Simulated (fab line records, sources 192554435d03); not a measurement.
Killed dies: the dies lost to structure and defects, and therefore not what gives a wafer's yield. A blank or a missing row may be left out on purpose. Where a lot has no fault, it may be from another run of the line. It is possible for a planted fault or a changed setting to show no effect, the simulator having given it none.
Chamber matching    flow n5Finfet    uvCure-02 running N5_BEOL_M9_CURE_72: 3 sister chambers
The step cures SiCOH lowk, time 120 s. 20 wafers are shown with their chamber, then 10 later ones without.

WAFERS PAIRED WITH THEIR CHAMBERS
wafer   chamber  wafer_temp_C_max  lampPowerPct (%)
L078.1  0        371.9             52.19
L078.4  0        372.3             52.37
L078.5  0        371.1             52.31
L079.1  2        373.5             52.30
L079.2  2        373.2             52.17
L079.3  2        373.1             52.28
L081.2  2        372.6             52.27
L081.3  2        371.8             52.27
L081.4  2        373.6             52.31
L082.3  2        372.5             52.37
L082.5  2        371.6             52.30
L082.6  2        371.8             52.25
L084.1  1        372.1             52.38
L084.2  1        371.9             52.37
L084.4  1        372.2             52.34
L084.3  1        372.3             52.30
L084.5  1        371.4             52.43
L084.6  1        372.0             52.29
L094.1  2        372.0             52.38
L094.2  2        371.6             52.26

SIGNATURES (averages over the wafers above)
reading           chamber 0  chamber 1  chamber 2  scatter within a chamber
wafer_temp_C_max  371.767    371.983    372.482    0.649
lampPowerPct      52.2900    52.3517    52.2873    0.0611
Rule: a wafer's distance from a chamber is the root of the sum, over the readings, of the square of ((its reading less the chamber's mean) divided by the reading's scatter). If the next closest chamber is less than 2 further off than the closest, the wafer can't be placed; otherwise it belongs to the closest. The scatter: take each reading less its chamber's mean, square it, sum over the shown wafers, divide by the number of wafers less the number of chambers, and take the root.

WAFERS WITH NO CHAMBER GIVEN
wafer   wafer_temp_C_max  lampPowerPct (%)
L094.6  372.3             52.34
L094.3  372.8             52.30
L094.4  372.1             52.28
L094.5  372.3             52.25
L096.1  371.4             52.26
L096.2  371.7             52.30
L096.4  371.6             52.33
L096.3  371.6             52.40
L096.5  372.0             52.35
L096.6  372.2             52.32

EACH ONE'S CHAMBER
wafer   from the rows above           in truth
L094.6  can't be placed: 1 or 2 or 0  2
L094.3  can't be placed: 2 or 1 or 0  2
L094.4  can't be placed: 0 or 2 or 1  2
L094.5  can't be placed: 2 or 0 or 1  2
L096.1  can't be placed: 0 or 2 or 1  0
L096.2  can't be placed: 0 or 1 or 2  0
L096.4  can't be placed: 1 or 0 or 2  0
L096.3  can't be placed: 1 or 0 or 2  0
L096.5  can't be placed: 1 or 0 or 2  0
L096.6  can't be placed: 1 or 2 or 0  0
Correctly placed: 0 of 10. Unplaceable from these rows: 10, with the true chamber sitting among the candidates in 10. Number placed wrongly: 0.
